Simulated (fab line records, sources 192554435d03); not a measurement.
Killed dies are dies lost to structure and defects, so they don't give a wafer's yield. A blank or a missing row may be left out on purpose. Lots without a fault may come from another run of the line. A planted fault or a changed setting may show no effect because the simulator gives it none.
Chamber matching | flow n5_finfet | N5_BEOL_M8_CMP_52 on cmp-03: 4 sister chambers
The step polishes, stops on SiCOH lowk, t overpolish 6.9 s, target thk 80 nm. 14 wafers are shown with their chamber, then 7 later ones without.

WAFERS WITH THEIR CHAMBER
wafer  | chamber | time_to_endpoint_s (s) | head_pressure_psi (psi) | barrier_field_endpoint_s (s)
L083.3 | 0       | 59                     | 1.0015                  | 28.9
L083.4 | 1       | 58                     | 1.0011                  | 28.4
L083.6 | 3       | 66                     | 0.9985                  | 29.6
L084.1 | 0       | 54                     | 1.0007                  | 26.4
L084.3 | 2       | 64                     | 0.9992                  | 28.1
L084.4 | 3       | 65                     | 0.9982                  | 28.9
L088.2 | 3       | 64                     | 0.9990                  | 30.3
L088.4 | 2       | 64                     | 0.9989                  | 29.6
L088.6 | 2       | 63                     | 0.9998                  | 29.5
L091.3 | 1       | 62                     | 1.0005                  | 27.9
L091.4 | 0       | 56                     | 1.0004                  | 27.9
L091.6 | 2       | 62                     | 1.0023                  | 28.9
L092.1 | 0       | 61                     | 0.9988                  | 28.3
L092.3 | 1       | 60                     | 1.0013                  | 27.3

SIGNATURES (means of the wafers above)
reading                  | chamber 0 | chamber 1 | chamber 2 | chamber 3 | scatter within a chamber
time_to_endpoint_s       | 57.50     | 60.00     | 63.25     | 65.00     | 2.04
head_pressure_psi        | 1.000350  | 1.000967  | 1.000050  | 0.998567  | 0.00108
barrier_field_endpoint_s | 27.875    | 27.867    | 29.025    | 29.600    | 0.801
Rule: a wafer's distance from a chamber is the root of the sum, over the readings, of the square of ((its reading less the chamber's mean) divided by the reading's scatter). The wafer belongs to the nearest chamber; if the next one is less than 2 further off, it can't be placed. The scatter: the root of (the sum of the squares of (reading less its chamber's mean) over the shown wafers, divided by (wafers less chambers)).

WAFERS WITHOUT THEIR CHAMBER
wafer  | time_to_endpoint_s (s) | head_pressure_psi (psi) | barrier_field_endpoint_s (s)
L092.4 | 65                     | 1.0042                  | 28.8
L096.2 | 66                     | 0.9993                  | 29.2
L096.4 | 65                     | 1.0021                  | 29.5
L096.5 | 65                     | 1.0007                  | 29.1
L097.2 | 67                     | 0.9995                  | 28.3
L097.5 | 61                     | 1.0028                  | 28.4
L097.6 | 67                     | 1.0006                  | 28.6

WHICH CHAMBER EACH WENT THROUGH
wafer  | from the rows above               | in truth
L092.4 | can't be placed: 2 or 1 or 0 or 3 | 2
L096.2 | can't be placed: 3 or 2           | 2
L096.4 | can't be placed: 2 or 3 or 1      | 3
L096.5 | can't be placed: 2 or 3 or 1      | 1
L097.2 | can't be placed: 3 or 2 or 1      | 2
L097.5 | can't be placed: 1 or 2 or 0      | 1
L097.6 | can't be placed: 2 or 3 or 1      | 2
Placed correctly: 0 of 7. Can't be placed from these rows: 7 (the true chamber is among the candidates in 7). Placed wrongly: 0.
